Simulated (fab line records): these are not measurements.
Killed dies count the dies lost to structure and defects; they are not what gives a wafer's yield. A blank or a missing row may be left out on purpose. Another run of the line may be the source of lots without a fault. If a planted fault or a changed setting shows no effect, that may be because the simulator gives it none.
fab line records	flow n5Finfet
[record] lots = 10	wafers = 29	lastDay = 17
route steps=1938 shown BEOL_M12@1615
lots that met no fault: taken from a fault-free run of the same line
startH: start of the lot's first displayed wafer, in hours after the record's first day	waitH: hours from the lot's prior step to this one	" identical to the entry in the row above	L1.1+2: a row that stands for several wafers	- no value, or no start given	* or withheld: withheld	< > ~ a bound
route shown NAME@n: NAME is a module with steps in the file, n the number in the route of the first one	usual: mean/standard deviation of fault-free wafers	same: alike in all rows	chamber/n: place in a boat	sites: each site's reading	_std_site: their standard deviation	_edge_site: outer sites' mean less inner sites'	radiusMm: for every site, how far away it sits from the centre of the wafer	mask NAME#n: copy n	behind: the tool/chamber that last shaped the wafer	hold: cause of the lot's hold/its duration in hours/its outcome	device: which transistor (n, p or np) failed to switch	end of line: the tests these same wafers got at the end of their route	where a step has no rows: the recipe by itself	killed: dies that structure and defects cost at the first sort, which is not the same as the wafer's yield	map: the dies of a wafer, with x for killed, . for not killed, _ for no die there
set.NAME: setting as actually run; set.NAME@STEP: the setting as run at that earlier step	model.NAME: the simulator's own value behind a step, which no gauge read
steps of the route over a sample of lots; a table a step, a row a wafer
services: when a tool's chamber went out of use (startH, in hours from the record's first day, below 0 if earlier), for how many hours, and the reason
[[steps]]
[step N5_BEOL_M12_DESCUM_15]
[recipe] chemistry = O2	timeS = 7.9	sourcePowerW = 50	biasPowerW = 20	pressureMtorr = 20	rfFrequencyHz = 2.712e+07	tempC = 40	o2FlowSccm = 225
[usual] drypumpMotorCurrentA = 5.6/0.56	oesProductAu = 0.83/0.08	rfVppV = 243.3/1.3	showerheadPlenumPTorr = 2.11/0.08	throttleValvePct = 20.28/0.3
lot.wafer	tool	chamber	startH	waitH	drypumpMotorCurrentA	oesProductAu	rfHoursCounterH	rfVppV	showerheadPlenumPTorr	throttleValvePct
L539.2	rieDiel-05	1	238.54	0.0	4.9	0.87	41	243.2	2.05	19.82
L539.5	"	2	"	"	5.6	0.77	-	243.4	2.10	20.35
L539.6	"	3	"	"	5.4	0.94	-	240.8	2.07	20.12
L543.1	rieDiel-02	1	252.47	0.0	6.0	0.68	244	243.5	2.15	20.58
L543.5	"	0	"	"	5.7	0.79	-	242.2	2.03	20.13
L543.6	"	3	"	"	5.8	0.77	-	244.3	2.09	20.16
L545.3	rieDiel-05	3	262.31	0.0	5.4	0.92	17	242.8	2.06	20.12
L545.4	"	1	"	"	4.8	0.85	50	243.4	2.04	19.83
L545.6	"	1	"	"	4.8	0.85	-	242.8	2.04	19.85
L546.3	rieDiel-06	0	266.15	0.1	4.9	0.86	79	243.9	2.21	20.11
L546.4	"	2	"	"	6.4	0.68	252	240.0	1.99	21.14
L546.5	"	2	"	"	6.5	0.68	-	240.2	1.99	21.14
L547.2	rieDiel-06	1	266.67	0.0	5.1	0.92	10	241.5	2.05	20.03
L547.3	"	0	"	"	5.0	0.85	80	243.9	2.21	20.13
L547.6	"	0	"	"	5.0	0.86	-	245.0	2.21	20.12
L548.2	rieDiel-06	1	276.24	0.0	5.1	0.91	13	241.9	2.05	20.06
L548.5	"	3	"	"	6.6	0.69	-	245.3	2.18	20.89
L548.6	"	0	"	"	5.0	0.86	-	245.2	2.21	20.14
L549.1	rieDiel-05	2	290.66	0.1	5.6	0.74	154	242.5	2.09	20.39
L549.3	"	1	"	"	4.8	0.84	61	242.4	2.04	19.85
L549.5	"	3	"	"	5.4	0.88	-	243.7	2.06	20.13
L550.1	rieDiel-06	1	293.74	0.0	5.1	0.90	20	243.8	2.04	20.07
L550.3	"	3	"	"	6.6	0.68	252	242.6	2.17	20.88
L550.4	"	3	"	"	6.6	0.68	-	243.2	2.17	20.90
L551.2	rieDiel-02	0	304.08	0.0	5.7	0.78	118	243.2	2.02	20.16
L551.4	"	3	"	"	5.8	0.75	159	243.7	2.08	20.21
L561.3	rieDiel-06	2	363.50	0.2	6.5	0.91	25	244.9	2.24	20.86
L561.4	"	1	"	"	5.1	0.85	47	242.6	2.04	20.11
L561.6	"	0	"	"	5.0	0.81	-	245.6	2.20	20.17
[step N5_BEOL_M12_CD_MEAS_28]
[recipe] targetCdNm = 160.2	landingEnergyEv = 500	detector = seInlens	polarity = opening
[usual] cdNm = 160.2/1.8
lot.wafer	tool	chamber	startH	waitH	cdNm
L539.2	cdSem-03	0	239.36	-	158.5
L539.5	"	0	"	"	159.8
L539.6	"	0	"	"	163.0
L543.1	cdSem-03	0	253.41	-	159.6
L543.5	"	0	"	"	158.9
L543.6	"	0	"	"	159.2
L545.3	cdSem-03	0	263.13	-	161.8
L545.4	"	0	"	"	162.6
L545.6	"	0	"	"	162.3
L546.3	cdSem-03	0	267.10	-	159.0
L546.4	"	0	"	"	160.3
L546.5	"	0	"	"	158.6
L547.2	cdSem-01	0	267.50	-	159.5
L547.3	"	0	"	"	161.6
L547.6	"	0	"	"	157.8
L548.2	cdSem-02	0	277.06	-	161.5
L548.5	"	0	"	"	160.1
L548.6	"	0	"	"	159.0
L549.1	cdSem-02	0	291.48	-	159.6
L549.3	"	0	"	"	160.0
L549.5	"	0	"	"	158.0
L550.1	cdSem-02	0	294.69	-	162.4
L550.3	"	0	"	"	162.8
L550.4	"	0	"	"	158.9
L551.2	cdSem-01	0	304.90	-	159.6
L551.4	"	0	"	"	160.2
L561.3	cdSem-02	0	364.45	-	159.5
L561.4	"	0	"	"	158.5
L561.6	"	0	"	"	156.6
[step N5_BEOL_M12_ETCH_67]
[recipe] chemistry = CF4	target = SiARC	targetDepthA = 1430	timeS = 238.3	ionEnergyEv = 80	pressureMtorr = 40	sourceW = 545	biasW = 36	Ar_flow_sccm = 100	cf4FlowSccm = 100	ends = cleared
[usual] drypumpMotorCurrentA = 5.6/0.58	etchRfOnTimeS = 238/6.8	oesProductAu = 0.71/0.07	rfVppV = 184.2/1.3	showerheadPlenumPTorr = 2.16/0.075	throttleValvePct = 15.43/0.26
lot.wafer	tool	chamber	startH	waitH	drypumpMotorCurrentA	etchRfOnTimeS	oesProductAu	rfHoursCounterH	rfVppV	showerheadPlenumPTorr	throttleValvePct
L539.2	rieDiel-06	0	239.49	0.0	5.0	232	0.74	69	184.3	2.26	15.30
L539.5	"	2	"	"	6.4	235	0.60	-	181.2	2.04	16.26
L539.6	"	0	"	"	5.0	233	0.74	-	186.2	2.26	15.29
L543.1	rieDiel-05	1	253.81	0.0	4.9	236	0.74	48	183.8	2.10	15.08
L543.5	"	3	"	"	5.4	245	0.77	-	183.8	2.11	15.20
L543.6	"	0	"	"	5.2	249	0.65	-	182.5	2.06	15.34
L545.3	rieDiel-06	1	263.25	0.0	5.1	226	0.80	9	183.9	2.10	15.23
L545.4	"	2	"	"	6.5	233	0.60	251	183.2	2.04	16.28
L545.6	"	0	"	"	5.0	231	0.74	-	184.9	2.26	15.30
L546.3	rieDiel-05	2	267.36	0.0	5.6	247	0.64	145	182.8	2.14	15.59
L546.4	"	1	"	"	4.8	238	0.73	52	181.5	2.10	15.10
L546.5	"	1	"	"	4.9	238	0.73	-	183.1	2.10	15.09
L547.2	rieDiel-02	2	267.86	0.0	5.3	241	0.72	70	185.2	2.25	15.16
L547.3	"	1	"	"	6.0	240	0.59	250	184.2	2.18	15.78
L547.6	"	3	"	"	5.8	237	0.66	-	182.8	2.14	15.44
L548.2	rieDiel-05	3	277.25	0.0	5.4	246	0.76	22	182.5	2.11	15.20
L548.5	"	0	"	"	5.3	251	0.63	-	183.4	2.06	15.36
L548.6	"	1	"	"	4.9	240	0.73	-	182.1	2.09	15.12
L549.1	rieDiel-02	2	291.61	0.0	5.3	242	0.71	81	183.6	2.25	15.17
L549.3	"	0	"	"	5.7	237	0.68	115	183.9	2.08	15.35
L549.5	"	0	"	"	5.7	234	0.68	-	181.7	2.08	15.36
L550.1	rieDiel-05	0	294.81	0.0	5.3	246	0.64	152	184.4	2.06	15.36
L550.3	"	1	"	"	4.8	237	0.73	62	182.3	2.09	15.13
L550.4	"	3	"	"	5.4	245	0.75	29	182.2	2.10	15.22
L551.2	rieDiel-06	0	305.02	0.0	4.9	235	0.72	96	186.5	2.25	15.34
L551.4	"	0	"	"	5.0	234	0.71	-	184.1	2.25	15.35
L561.3	rieDiel-06	3	365.00	0.0	6.6	236	0.80	19	183.0	2.18	15.49
L561.4	"	1	"	"	5.1	226	0.73	48	183.6	2.09	15.31
L561.6	"	0	"	"	5.0	146	0.94	-	185.8	2.24	15.40
[step N5_BEOL_M12_CMP_49]
[recipe] stopOn = SiOC	tOverpolishS = 20.6	downForcePsi = 1	platenRpm = 50	clearingPlatenDownForcePsi = 1.5	clearingPlatenRpm = 50	postCmpClean = cuAlkaline	targetThkNm = 320	clearingPlatenPadVelocityMS = 0.99484	padVelocityMS = 0.99484
[usual] barrierFieldEndpointS = 30.0/0.67	clearingPlatenDownForcePsi = 1.500/0.0031	motorCurrentA = 6.0/0.39	overpolishRunS = 20.601/0.0096
lot.wafer	tool	chamber	startH	waitH	barrierFieldEndpointS	clearingPlatenDownForcePsi	motorCurrentA	overpolishRunS
L539.2	cmp-03	2	243.56	0.3	29.3	1.502	5.8	20.603
L539.5	"	3	"	"	30.5	1.505	6.1	20.603
L539.6	"	0	"	"	29.2	1.496	6.6	20.612
L543.1	cmp-03	1	259.63	0.6	29.5	1.497	6.5	20.593
L543.5	"	3	"	"	30.8	1.503	6.3	20.608
L543.6	"	0	"	"	30.2	1.497	6.3	20.597
L545.4	cmp-04	1	265.40	0.1	30.1	1.503	6.0	20.612
L545.3	"	3	"	"	31.0	1.501	5.7	20.602
L545.6	"	2	"	"	30.2	1.500	5.3	20.602
L546.4	cmp-04	1	269.26	0.2	29.7	1.501	5.8	20.600
L546.3	"	2	"	"	30.2	1.497	5.5	20.596
L546.5	"	0	"	"	29.6	1.501	6.3	20.600
L547.2	cmp-04	2	270.05	0.2	30.2	1.500	5.5	20.593
L547.3	"	0	"	"	30.2	1.509	6.3	20.589
L547.6	"	2	"	"	29.1	1.498	5.5	20.596
L548.2	cmp-02	0	281.63	0.2	29.0	1.500	5.8	20.600
L548.6	"	0	"	"	29.4	1.500	5.7	20.597
L548.5	"	1	"	"	30.5	1.497	6.4	20.614
L549.3	cmp-02	1	295.18	0.2	31.2	1.498	6.6	20.603
L549.1	"	3	"	"	29.6	1.500	6.5	20.613
L549.5	"	1	"	"	30.0	1.498	6.7	20.606
L550.3	cmp-04	3	299.51	0.2	30.8	1.499	6.0	20.582
L550.4	"	0	"	"	29.9	1.497	6.2	20.594
L550.1	"	1	"	"	30.2	1.501	5.8	20.608
L551.2	cmp-02	2	309.84	0.2	30.2	1.495	5.9	20.622
L551.4	"	0	"	"	29.5	1.499	5.8	20.594
L561.4	cmp-03	1	373.50	0.1	29.2	1.502	6.3	20.595
L561.3	"	2	"	"	28.8	1.501	5.8	20.611
L561.6	"	1	"	"	29.7	1.501	6.5	20.596
[[services]]
tool	chamber	startH	hours	kind
cmp-03	-	220.94	0.8	repair
rieDiel-06	1	223.23	-	clean
rieDiel-06	1	223.23	-	consumableReplace:focusRing
cmp-03	-	233.89	0.3	repair
cmp-02	-	237.89	4.0	pm
cmp-02	-	245.71	4.2	repair
rieDiel-05	-	250.18	0.4	repair
cmp-03	-	259.78	4.0	pm
cmp-04	-	278.21	0.4	repair
cmp-02	-	283.57	2.2	repair
cmp-02	-	298.87	3.1	repair
cmp-03	-	311.07	5.7	pm
cmp-02	-	320.60	7.2	pm
cmp-03	-	324.47	1.2	repair
rieDiel-05	2	325.98	13.5	repair
rieDiel-05	-	330.64	3.9	repair
cmp-02	-	334.81	0.5	repair
rieDiel-05	3	336.29	3.1	repair
cmp-04	-	337.08	5.0	pm
cmp-03	-	338.28	3.1	repair
cmp-02	-	341.57	5.1	pm
rieDiel-02	1	370.04	5.3	repair
cmp-02	-	371.96	0.2	repair
cmp-04	-	372.13	4.0	pm
[[key]]
[firstSign] step = N5_BEOL_M12_ETCH_67	reading = etchRfOnTimeS	direction = down	sigmas = 13	usual = *	struck = *
[effect] step = N5_BEOL_M12_ETCH_67	reading = oesProductAu	direction = up	sigmas = 3.3	usual = 0.71	struck = 0.94
metAt N5_BEOL_M12_ETCH_67
struckLots L561
struckWafers L561.6
notActingAt N5_BEOL_M12_DESCUM_15,N5_BEOL_M12_CD_MEAS_28,N5_BEOL_M12_CMP_49
onsetBetween 305.02 365.00
[fault] kind = processParameterDrift	tool = rieDiel-06	chamber = -	onsetH = 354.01	steps = N5_BEOL_M12_ETCH_67	channel = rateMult	offset = 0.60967	shape = step	endH = 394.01	scope = struckWafersOnly
